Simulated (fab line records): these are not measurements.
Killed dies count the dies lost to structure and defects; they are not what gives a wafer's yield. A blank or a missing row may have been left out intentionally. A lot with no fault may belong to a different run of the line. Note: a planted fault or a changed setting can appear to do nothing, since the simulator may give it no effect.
What tool caused it? | flow nandHarc | 36 wafers from 12 lots sampled at 4 of the route's 1302 steps

WHAT THE GAUGES SHOWED, per wafer
NHARC_P_STI_INSPECT_25. Usual: rawDefectCount reads 231 (standard deviation 77).
lot  | measured     | on               | rawDefectCount | flag
L856 | day 3 21:35  | defectInspect-02 | 243 154 260    | 
L858 | day 5 00:04  | defectInspect-01 | 168 256 296    | 
L859 | day 5 04:26  | defectInspect-02 | 173 210 268    | 
L860 | day 5 15:03  | defectInspect-01 | 228 270 307    | 
L861 | day 6 02:52  | defectInspect-01 | 268 207 192    | 
L862 | day 6 09:31  | defectInspect-01 | 133 95 147     | 
L863 | day 7 00:44  | defectInspect-01 | 191 141 306    | 
L864 | day 7 06:15  | defectInspect-02 | 303 245 240    | 
L866 | day 8 05:16  | defectInspect-02 | 195 303 237    | 
L868 | day 9 05:18  | defectInspect-01 | 312 194 294    | 
L873 | day 10 22:18 | defectInspect-01 | 210 145 246    | 
L875 | day 11 18:50 | defectInspect-02 | 237 187 225    | 

NHARC_P_GATE_CD_MEAS_59: the cd target is 720 nm. Usual: cdNm reads 719.8 nm (standard deviation 2).
lot  | measured     | on       | cdNm (nm)         | flag
L856 | day 5 11:23  | cdSem-03 | 722.4 720.7 720.8 | 
L858 | day 6 15:01  | cdSem-02 | 721.4 722.2 721.3 | 
L859 | day 6 16:11  | cdSem-01 | 714.9 717.5 716.2 | 
L860 | day 7 03:56  | cdSem-02 | 720.1 719.6 720.3 | 
L861 | day 7 15:19  | cdSem-03 | 720.5 721.3 721.6 | 
L862 | day 8 01:38  | cdSem-01 | 717.7 715.5 718.8 | 
L863 | day 8 17:17  | cdSem-03 | 718.3 720.2 719.4 | 
L864 | day 8 19:31  | cdSem-03 | 723.3 722.3 723.1 | 
L866 | day 9 17:47  | cdSem-03 | 719.5 721.4 721.2 | 
L868 | day 10 22:15 | cdSem-02 | 716.5 720.1 717.4 | 
L873 | day 12 10:06 | cdSem-02 | 705.0 704.0 705.5 | OFF
L875 | day 13 10:59 | cdSem-02 | 706.0 705.3 704.3 | OFF

EACH LOT AND THE TOOL THAT RAN IT (in order: tool; ch and the chambers of the sampled wafers; start)
lot  | NHARC_P_STI_CMP_21           | NHARC_P_GATE_PEB_57
L856 | cmp-04 ch 1,2, day 3 13:46   | lithoTrack-02 ch 0, day 5 11:18
L858 | cmp-03 ch 1,2,3, day 4 14:20 | lithoTrack-02 ch 0, day 6 14:56
L859 | cmp-04 ch 0,2,3, day 4 20:19 | lithoTrack-07 ch 0, day 6 16:05
L860 | cmp-03 ch 0,2, day 5 07:16   | lithoTrack-02 ch 0, day 7 03:50
L861 | cmp-03 ch 0,2,3, day 5 18:26 | lithoTrack-02 ch 0, day 7 15:14
L862 | cmp-02 ch 0,1,2, day 6 01:29 | lithoTrack-07 ch 0, day 8 01:32
L863 | cmp-04 ch 0,1,2, day 6 14:09 | lithoTrack-07 ch 0, day 8 17:11
L864 | cmp-02 ch 0,1,2, day 6 21:46 | lithoTrack-02 ch 0, day 8 19:26
L866 | cmp-02 ch 1,2, day 7 20:51   | lithoTrack-02 ch 0, day 9 17:41
L868 | cmp-02 ch 2,3, day 8 19:07   | lithoTrack-07 ch 0, day 10 22:10
L873 | cmp-04 ch 1,3, day 10 14:20  | lithoTrack-02 ch 0, day 12 10:01
L875 | cmp-04 ch 1,3, day 11 10:55  | lithoTrack-02 ch 0, day 13 10:54
- NHARC_P_STI_CMP_21: polishes, t overpolish 20 s, target thk 380.67 nm.
- NHARC_P_GATE_PEB_57: peb time 85 s.

WHAT THE TOOLS THEMSELVES READ (means of the sampled wafers that have a number; where no wafer has one, the mark that the record gives instead)
NHARC_P_STI_CMP_21. Usual: motorCurrentA 12.8 A, standard deviation 1.3; overpolishRunS 20.001 s, standard deviation 0.009; padLifeWafers 182, standard deviation 86.
lot  | tool   | motorCurrentA (A) | overpolishRunS (s) | padLifeWafers | flag
L856 | cmp-04 | 12.8              | 19.997             | 158           | 
L858 | cmp-03 | 11.8              | 19.999             | 85            | 
L859 | cmp-04 | 13.7              | 20.002             | 272           | 
L860 | cmp-03 | 12.9              | 20.008             | 151           | 
L861 | cmp-03 | 12.3              | 19.997             | 217           | 
L862 | cmp-02 | 11.6              | 20.000             | 320           | 
L863 | cmp-04 | 14.0              | 20.000             | 74            | 
L864 | cmp-02 | 11.7              | 19.999             | 8             | 
L866 | cmp-02 | 11.6              | 20.007             | 90            | 
L868 | cmp-02 | 11.8              | 20.003             | 180           | 
L873 | cmp-04 | 13.6              | 20.011             | 73            | 
L875 | cmp-04 | 13.6              | 19.996             | 140           | 

NHARC_P_GATE_PEB_57. Usual: heaterPowerTotalW 163.97 W, standard deviation 0.29; plateTempC 117.98 C, standard deviation 0.15.
lot  | tool          | heaterPowerTotalW (W) | plateTempC (C) | flag
L856 | lithoTrack-02 | 164.06                | 118.08         | 
L858 | lithoTrack-02 | 163.87                | 117.89         | 
L859 | lithoTrack-07 | 164.12                | 117.94         | 
L860 | lithoTrack-02 | 163.87                | 118.04         | 
L861 | lithoTrack-02 | 164.12                | 118.14         | 
L862 | lithoTrack-07 | 163.67                | 117.93         | 
L863 | lithoTrack-07 | 164.21                | 117.80         | 
L864 | lithoTrack-02 | 163.75                | 117.95         | 
L866 | lithoTrack-02 | 164.05                | 117.93         | 
L868 | lithoTrack-07 | 164.00                | 118.03         | 
L873 | lithoTrack-02 | 150.99                | 111.16         | OFF
L875 | lithoTrack-02 | 150.76                | 110.77         | OFF

THE ANSWER, worked out from the rows above alone
Rule: lot off if the mean of its wafers having a number is beyond 3 standard deviations from the usual mean. A lot without any number at a reading at which 4 lots or more have one is off too. All remaining lots with rows at the step are treated as sound. First the gauges in route order, then the tools' own readings, where a lot's mean is used as printed above. The first step at which some lot is off is used, and at that step the reading that is off furthest; a lot without a number counts as furthest.
Off, at NHARC_P_GATE_CD_MEAS_59 on cdNm: L873, L875.
If a tool, at a process step before that reading, ran all the lots that are off and no sound lot after the first of them, it fits. Not tried: the gauges at NHARC_P_GATE_CD_MEAS_59; whatever is off there is also off at NHARC_P_GATE_PEB_57, on other tools, and gauge error can't account for it. This does not decide it: 2 tools fit, namely cmp-04 at NHARC_P_STI_CMP_21 and lithoTrack-02 at NHARC_P_GATE_PEB_57.

WHAT WAS PUT IN BY THE SIMULATOR
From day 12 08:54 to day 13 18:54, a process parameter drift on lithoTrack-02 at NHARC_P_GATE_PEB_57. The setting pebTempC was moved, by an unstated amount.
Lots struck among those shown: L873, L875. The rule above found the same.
